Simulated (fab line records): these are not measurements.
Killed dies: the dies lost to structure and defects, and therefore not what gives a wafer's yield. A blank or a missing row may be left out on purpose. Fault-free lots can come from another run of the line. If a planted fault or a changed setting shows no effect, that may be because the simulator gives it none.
fab line records || flow nand-harc || part 2 of 2: steps 27 to 27 of 27
record {"lots": 6, "wafers": 18, "last-day": 24}
route steps=1159 shown P_GATE@127 END@1159
lots with no fault: from the same line, run without faults
start-h: hours from the record's opening day to when the first of the lot's shown wafers began || wait-h: hours from the lot's prior step to this one || " identical to the entry in the row above || L1.1+2: one row covering several wafers at once || - no value, or no start given || * or withheld: withheld || < > ~ a bound
route shown NAME@n: a module of which the file shows steps, and the number in the route of the first || usual: the fault-free wafers' mean and standard deviation || same: alike in all rows || chamber/n: place in a boat || sites: the reading at each site || _std_site: standard deviation of those values || _edge_site: outer sites' mean less inner sites' || radius-mm: for every site, how far away it sits from the centre of the wafer || mask NAME#n: copy n || behind: the most recent tool/chamber to have shaped the wafer || hold: why the lot was held/for how many hours/how that ended || device: the transistor (n, p or np) that didn't switch || end of line: the route-end tests of the same wafers || a step given without rows: its recipe and nothing more || killed: not the wafer's yield, but the dies lost to structure and defects at the first sort || map: a wafer's dies, x killed, . not, _ none there
set.NAME: setting as actually run; set.NAME@STEP: the setting as run at that earlier step || model.NAME: the simulator's own value behind a step, which no gauge read
certain route steps with their lots: each step a table, each wafer a row
services: when a tool's chamber went out of use (start-h, in hours from the record's first day, below 0 if earlier), for how many hours, and the reason
## steps
# step NHARC_END_SORT_01
# recipe {"temp-c": 25}
# usual {"killed-at-array": "26/11", "killed-at-other": "0.6/1", "killed-at-periphery": "3.1/2.1", "killed-dies": "30/11", "killed-open": "3.4/1.8", "killed-short": "2.1/1.5"}
# same {"gross-dies": 677}
{"lot.wafer": "L894.1", "tool": "prober-01", "chamber": 0, "start-h": 449.56, "wait-h": 2.5, "killed-at-array": 25, "killed-at-other": 0, "killed-at-periphery": 2, "killed-dies": 27, "killed-open": 3, "killed-short": 2}
{"lot.wafer": "L894.2", "tool": "prober-01", "chamber": 0, "start-h": 450.37, "wait-h": 2.8, "killed-at-array": 23, "killed-at-other": 0, "killed-at-periphery": 1, "killed-dies": 24, "killed-open": 7, "killed-short": 2}
{"lot.wafer": "L894.3", "tool": "prober-01", "chamber": 0, "start-h": 451.17, "wait-h": 3.1, "killed-at-array": 35, "killed-at-other": 0, "killed-at-periphery": 2, "killed-dies": 37, "killed-open": 3, "killed-short": 1}
{"lot.wafer": "L898.2", "tool": "prober-01", "chamber": 0, "start-h": 503.11, "wait-h": 2.8, "killed-at-array": 29, "killed-at-other": 1, "killed-at-periphery": 2, "killed-dies": 32, "killed-open": 1, "killed-short": 1}
{"lot.wafer": "L898.3", "tool": "prober-01", "chamber": 0, "start-h": 503.91, "wait-h": 3.1, "killed-at-array": 36, "killed-at-other": 0, "killed-at-periphery": 2, "killed-dies": 38, "killed-open": 2, "killed-short": 1}
{"lot.wafer": "L898.6", "tool": "prober-01", "chamber": 0, "start-h": 506.30, "wait-h": 4.0, "killed-at-array": 31, "killed-at-other": 0, "killed-at-periphery": 1, "killed-dies": 32, "killed-open": 5, "killed-short": 1}
{"lot.wafer": "L910.1", "tool": "prober-01", "chamber": 0, "start-h": 548.44, "wait-h": 2.5, "killed-at-array": 53, "killed-at-other": 0, "killed-at-periphery": 624, "killed-dies": 677, "killed-open": 2, "killed-short": 0}
{"lot.wafer": "L910.2", "tool": "prober-01", "chamber": 0, "start-h": 549.24, "wait-h": 2.8, "killed-at-array": 43, "killed-at-other": 1, "killed-at-periphery": 633, "killed-dies": 677, "killed-open": 1, "killed-short": 2}
{"lot.wafer": "L910.4", "tool": "prober-01", "chamber": 0, "start-h": 550.83, "wait-h": 3.4, "killed-at-array": 45, "killed-at-other": 0, "killed-at-periphery": 632, "killed-dies": 677, "killed-open": 7, "killed-short": 0}
{"lot.wafer": "L911.1", "tool": "prober-01", "chamber": 0, "start-h": 561.80, "wait-h": 2.5, "killed-at-array": 18, "killed-at-other": 0, "killed-at-periphery": 659, "killed-dies": 677, "killed-open": 2, "killed-short": 3}
{"lot.wafer": "L911.5", "tool": "prober-01", "chamber": 0, "start-h": 565.00, "wait-h": 3.7, "killed-at-array": 14, "killed-at-other": 1, "killed-at-periphery": 662, "killed-dies": 677, "killed-open": 6, "killed-short": 0}
{"lot.wafer": "L911.6", "tool": "prober-01", "chamber": 0, "start-h": 565.80, "wait-h": 4.0, "killed-at-array": 18, "killed-at-other": 0, "killed-at-periphery": 659, "killed-dies": 677, "killed-open": 1, "killed-short": 3}
{"lot.wafer": "L914.1", "tool": "prober-02", "chamber": 0, "start-h": 569.65, "wait-h": 2.5, "killed-at-array": 19, "killed-at-other": 0, "killed-at-periphery": 0, "killed-dies": 19, "killed-open": 1, "killed-short": 2}
{"lot.wafer": "L914.2", "tool": "prober-02", "chamber": 0, "start-h": 570.43, "wait-h": 2.8, "killed-at-array": 19, "killed-at-other": 0, "killed-at-periphery": 0, "killed-dies": 19, "killed-open": 0, "killed-short": 1}
{"lot.wafer": "L914.4", "tool": "prober-02", "chamber": 0, "start-h": 572.00, "wait-h": 3.4, "killed-at-array": 18, "killed-at-other": 0, "killed-at-periphery": 5, "killed-dies": 23, "killed-open": 3, "killed-short": 1}
# killed by level:class
L894.1 A_SLIT:chamber-film-flake=10 A_CONTACT:chamber-film-flake=7 A_CHANNEL_HOLE_D1:chamber-film-flake=3 A_M0:geometric-particle:open=2 P_CONTACT:geometric-particle:open=1 P_M1:geometric-particle:short=1 A_WL_FILL:geometric-particle:short=1 A_WL_FILL:chamber-film-flake=1
L894.2 A_SLIT:chamber-film-flake=9 A_SOURCE_PLATE:geometric-particle:open=2 A_CHANNEL_FILL_D1:geometric-particle:open=2 A_CHANNEL_HOLE_D1:chamber-film-flake=2 A_CONTACT:chamber-film-flake=2 P_M0:geometric-particle:open=1 A_WL_FILL:geometric-particle:short=1 A_WL_FILL:geometric-particle:open=1
L894.3 A_SLIT:chamber-film-flake=9 A_CONTACT:chamber-film-flake=9 A_CHANNEL_HOLE_D1:chamber-film-flake=4 A_M0:chamber-film-flake=4 A_ZERO_WELL:chamber-film-flake=2 A_WL_FILL:chamber-film-flake=2 A_ONON_D1:geometric-particle:open=1 A_WL_FILL:geometric-particle:open=1
L898.2 A_SLIT:chamber-film-flake=9 A_CONTACT:chamber-film-flake=7 A_CHANNEL_HOLE_D1:chamber-film-flake=6 A_SGD_CUT:chamber-film-flake=4 P_M0:geometric-particle:open=1 A_WL_FILL:geometric-particle:short=1 P_STI:chamber-film-flake=1 A_CHANNEL_FILL_D1:chamber-film-flake=1
L898.3 A_CONTACT:chamber-film-flake=10 A_SLIT:chamber-film-flake=9 A_SGD_CUT:chamber-film-flake=8 A_CHANNEL_HOLE_D1:chamber-film-flake=3 A_CHANNEL_FILL_D1:chamber-film-flake=2 A_CHANNEL_FILL_D1:geometric-particle:short=1 A_SGD_CUT:geometric-particle:open=1 A_CONTACT:geometric-particle:open=1
L898.6 A_SLIT:chamber-film-flake=14 A_CHANNEL_HOLE_D1:chamber-film-flake=4 A_CONTACT:chamber-film-flake=4 A_ONON_D1:geometric-particle:open=2 A_CONTACT:geometric-particle:open=2 A_CHANNEL_FILL_D1:geometric-particle:short=1 A_SGD_CUT:geometric-particle:open=1 P_ZERO_WELL:chamber-film-flake=1
L910.1 P_GATE:area-peb=616 A_CHANNEL_HOLE_D1:chamber-film-flake=25 A_SLIT:chamber-film-flake=20 P_CONTACT:chamber-film-flake=8 A_CONTACT:chamber-film-flake=4 A_STAIRCASE:chamber-film-flake=2 A_ONON_D1:geometric-particle:open=1 A_CHANNEL_FILL_D1:geometric-particle:open=1
L910.2 P_GATE:area-peb=630 A_CHANNEL_HOLE_D1:chamber-film-flake=22 A_SLIT:chamber-film-flake=16 A_CONTACT:chamber-film-flake=3 P_M0:geometric-particle:short=1 A_CHANNEL_FILL_D1:geometric-particle:open=1 STARTING-WAFER:geometric-particle:short=1 P_CONTACT:chamber-film-flake=1
L910.4 P_GATE:area-peb=622 A_SLIT:chamber-film-flake=19 A_CHANNEL_HOLE_D1:chamber-film-flake=14 A_CONTACT:chamber-film-flake=5 P_CONTACT:chamber-film-flake=3 A_STAIRCASE:chamber-film-flake=3 P_CONTACT:geometric-particle:open=2 P_BONDPAD:chamber-film-flake=2
L911.1 P_GATE:area-peb=656 A_CHANNEL_HOLE_D1:chamber-film-flake=9 A_STAIRCASE:chamber-film-flake=2 P_CONTACT:geometric-particle:short=1 A_ONON_D1:geometric-particle:open=1 A_CHANNEL_FILL_D1:geometric-particle:short=1 A_WL_FILL:geometric-particle:short=1 A_CONTACT:geometric-particle:open=1
L911.5 P_GATE:area-peb=662 A_CHANNEL_HOLE_D1:chamber-film-flake=5 A_STAIRCASE:chamber-film-flake=3 A_CONTACT:geometric-particle:open=2 A_ONON_D1:geometric-particle:open=1 A_CHANNEL_HOLE_D1:geometric-particle:open=1 A_CHANNEL_FILL_D1:geometric-particle:open=1 A_M1:geometric-particle:open=1
L911.6 P_GATE:area-peb=658 A_CHANNEL_HOLE_D1:chamber-film-flake=8 A_STAIRCASE:chamber-film-flake=5 A_CHANNEL_FILL_D1:geometric-particle:short=2 A_WL_FILL:geometric-particle:open=1 A_WL_FILL:geometric-particle:short=1 P_GATE:chamber-film-flake=1 A_CONTACT:chamber-film-flake=1
L914.1 A_CHANNEL_HOLE_D1:chamber-film-flake=9 A_STAIRCASE:chamber-film-flake=3 A_SLIT:chamber-film-flake=2 A_WL_FILL:geometric-particle:short=1 A_WL_FILL:geometric-particle:open=1 A_BLC:geometric-particle:short=1 A_CONTACT:chamber-film-flake=1 A_M0:chamber-film-flake=1
L914.2 A_CHANNEL_HOLE_D1:chamber-film-flake=9 A_STAIRCASE:chamber-film-flake=4 A_CONTACT:chamber-film-flake=3 A_WL_FILL:chamber-film-flake=2 A_SGD_CUT:geometric-particle:short=1
L914.4 A_CHANNEL_HOLE_D1:chamber-film-flake=4 A_STAIRCASE:chamber-film-flake=3 A_M0:chamber-film-flake=3 P_GATE:chamber-film-flake=2 A_SLIT:chamber-film-flake=2 A_WL_FILL:chamber-film-flake=2 P_GATE:geometric-particle:open=1 P_M0:geometric-particle:open=1
# map L910.1 (x killed, . not)
____________x____________
_________xxxxxxx_________
_______xxxxxxxxxxx_______
______xxxxxxxxxxxxx______
_____xxxxxxxxxxxxxxx_____
____xxxxxxxxxxxxxxxxx____
____xxxxxxxxxxxxxxxxx____
___xxxxxxxxxxxxxxxxxxx___
___xxxxxxxxxxxxxxxxxxx___
__xxxxxxxxxxxxxxxxxxxxx__
__xxxxxxxxxxxxxxxxxxxxx__
_xxxxxxxxxxxxxxxxxxxxxxx_
_xxxxxxxxxxxxxxxxxxxxxxx_
_xxxxxxxxxxxxxxxxxxxxxxx_
_xxxxxxxxxxxxxxxxxxxxxxx_
_xxxxxxxxxxxxxxxxxxxxxxx_
xxxxxxxxxxxxxxxxxxxxxxxxx
xxxxxxxxxxxxxxxxxxxxxxxxx
xxxxxxxxxxxxxxxxxxxxxxxxx
xxxxxxxxxxxxxxxxxxxxxxxxx
xxxxxxxxxxxxxxxxxxxxxxxxx
_xxxxxxxxxxxxxxxxxxxxxxx_
_xxxxxxxxxxxxxxxxxxxxxxx_
_xxxxxxxxxxxxxxxxxxxxxxx_
_xxxxxxxxxxxxxxxxxxxxxxx_
_xxxxxxxxxxxxxxxxxxxxxxx_
__xxxxxxxxxxxxxxxxxxxxx__
__xxxxxxxxxxxxxxxxxxxxx__
___xxxxxxxxxxxxxxxxxxx___
___xxxxxxxxxxxxxxxxxxx___
____xxxxxxxxxxxxxxxxx____
____xxxxxxxxxxxxxxxxx____
_____xxxxxxxxxxxxxxx_____
______xxxxxxxxxxxxx______
_______xxxxxxxxxxx_______
_________xxxxxxx_________
____________x____________
# map L911.1 (x killed, . not)
____________x____________
_________xxxxxxx_________
_______xxxxxxxxxxx_______
______xxxxxxxxxxxxx______
_____xxxxxxxxxxxxxxx_____
____xxxxxxxxxxxxxxxxx____
____xxxxxxxxxxxxxxxxx____
___xxxxxxxxxxxxxxxxxxx___
___xxxxxxxxxxxxxxxxxxx___
__xxxxxxxxxxxxxxxxxxxxx__
__xxxxxxxxxxxxxxxxxxxxx__
_xxxxxxxxxxxxxxxxxxxxxxx_
_xxxxxxxxxxxxxxxxxxxxxxx_
_xxxxxxxxxxxxxxxxxxxxxxx_
_xxxxxxxxxxxxxxxxxxxxxxx_
_xxxxxxxxxxxxxxxxxxxxxxx_
xxxxxxxxxxxxxxxxxxxxxxxxx
xxxxxxxxxxxxxxxxxxxxxxxxx
xxxxxxxxxxxxxxxxxxxxxxxxx
xxxxxxxxxxxxxxxxxxxxxxxxx
xxxxxxxxxxxxxxxxxxxxxxxxx
_xxxxxxxxxxxxxxxxxxxxxxx_
_xxxxxxxxxxxxxxxxxxxxxxx_
_xxxxxxxxxxxxxxxxxxxxxxx_
_xxxxxxxxxxxxxxxxxxxxxxx_
_xxxxxxxxxxxxxxxxxxxxxxx_
__xxxxxxxxxxxxxxxxxxxxx__
__xxxxxxxxxxxxxxxxxxxxx__
___xxxxxxxxxxxxxxxxxxx___
___xxxxxxxxxxxxxxxxxxx___
____xxxxxxxxxxxxxxxxx____
____xxxxxxxxxxxxxxxxx____
_____xxxxxxxxxxxxxxx_____
______xxxxxxxxxxxxx______
_______xxxxxxxxxxx_______
_________xxxxxxx_________
____________x____________
## services
{"tool": "litho-track-01", "chamber": "-", "start-h": 93.00, "hours": 7.0, "kind": "pm"}
{"tool": "rie-diel-06", "chamber": 0, "start-h": 97.75, "hours": "-", "kind": "clean"}
{"tool": "rie-diel-06", "chamber": 1, "start-h": 97.75, "hours": "-", "kind": "clean"}
{"tool": "rie-diel-06", "chamber": 2, "start-h": 97.75, "hours": "-", "kind": "clean"}
{"tool": "rie-si-04", "chamber": "-", "start-h": 99.00, "hours": 9.0, "kind": "pm"}
{"tool": "rie-diel-06", "chamber": 0, "start-h": 101.13, "hours": 2.3, "kind": "repair"}
{"tool": "rie-si-01", "chamber": 2, "start-h": 101.26, "hours": 9.0, "kind": "repair"}
{"tool": "rie-diel-09", "chamber": "-", "start-h": 106.78, "hours": 0.4, "kind": "repair"}
{"tool": "rie-si-01", "chamber": "-", "start-h": 106.87, "hours": 0.3, "kind": "repair"}
{"tool": "pecvd-03", "chamber": "-", "start-h": 111.02, "hours": 13.0, "kind": "pm"}
{"tool": "litho-track-06", "chamber": "-", "start-h": 117.00, "hours": 7.0, "kind": "pm"}
{"tool": "rie-si-01", "chamber": "-", "start-h": 127.00, "hours": 9.0, "kind": "pm"}
{"tool": "rie-diel-09", "chamber": "-", "start-h": 139.59, "hours": 0.7, "kind": "repair"}
{"tool": "litho-track-04", "chamber": "-", "start-h": 141.00, "hours": 7.0, "kind": "pm"}
{"tool": "rie-si-05", "chamber": 0, "start-h": 143.21, "hours": 6.8, "kind": "repair"}
{"tool": "pecvd-02", "chamber": "-", "start-h": 153.15, "hours": 13.0, "kind": "pm"}
{"tool": "rie-diel-06", "chamber": 3, "start-h": 166.94, "hours": 16.7, "kind": "repair"}
{"tool": "rie-si-04", "chamber": 2, "start-h": 176.11, "hours": 4.0, "kind": "repair"}
{"tool": "pecvd-01", "chamber": 0, "start-h": 176.50, "hours": 5.0, "kind": "repair"}
{"tool": "pecvd-01", "chamber": "-", "start-h": 179.90, "hours": 1.5, "kind": "repair"}
{"tool": "rie-diel-11", "chamber": "-", "start-h": 189.50, "hours": 9.0, "kind": "pm"}
{"tool": "pecvd-03", "chamber": 0, "start-h": 199.42, "hours": 6.3, "kind": "repair"}
{"tool": "rie-diel-11", "chamber": "-", "start-h": 210.24, "hours": 0.9, "kind": "repair"}
{"tool": "rie-diel-09", "chamber": "-", "start-h": 214.98, "hours": 1.6, "kind": "repair"}
## key
first-sign {"step": "NHARC_P_GATE_PEB_24", "reading": "plate-temp-C", "direction": "down", "sigmas": "99+", "usual": "*", "struck": "*"}
effect {"step": "NHARC_P_GATE_PEB_24", "reading": "heater-power-total-W", "direction": "down", "sigmas": 75, "usual": "*", "struck": "*"}
effect {"step": "NHARC_P_GATE_CD_MEAS_26", "reading": "cd-nm", "direction": "up", "sigmas": "99+", "usual": 120.2, "struck": 205.5}
effect {"step": "NHARC_P_GATE_CD_MEAS_33", "reading": "cd-nm", "direction": "up", "sigmas": 33, "usual": 120.0, "struck": 204.5}
effect {"step": "NHARC_END_SORT_01", "reading": "killed-at-periphery", "direction": "up", "sigmas": "99+", "usual": 3.1, "struck": 644.8}
model-effect {"step": "NHARC_P_GATE_DESCUM_31", "value": "P_GATE.cd-nm", "without": 120.3, "struck": 205.7}
model-effect {"step": "NHARC_P_GATE_ETCH_32", "value": "P_GATE.cd-nm", "without": 118.9, "struck": 204.3}
more-kills-born-at {"NHARC_P_GATE_PEB_24@litho-track-06": 3844}
met-at NHARC_P_GATE_PEB_24
struck-wafers L910.1,L910.2,L910.4,L911.1,L911.5,L911.6
later-rows-left-out L910.1,L910.2,L910.4,L911.1,L911.5,L911.6
tester-left-out L910,L911
onset-between 133.49 197.26
fault {"kind": "process-parameter-drift", "tool": "litho-track-06", "chamber": "-", "onset-h": 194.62, "steps": "NHARC_P_GATE_PEB_24", "channel": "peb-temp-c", "offset": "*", "shape": "step", "end-h": 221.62, "acts-in": "*", "stated": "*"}
# tester-left-out: of these lots the tester's yield and bins aren't shown, on N5 and GAA mostly nor the transistor test; their killed dies are dies lost to structure and defects alone, not to doping, threshold or leakage, so they don't give the yield
# later-rows-left-out: the simulator's readings of these wafers behind a module that went badly wrong aren't trusted and aren't shown, but for the sort
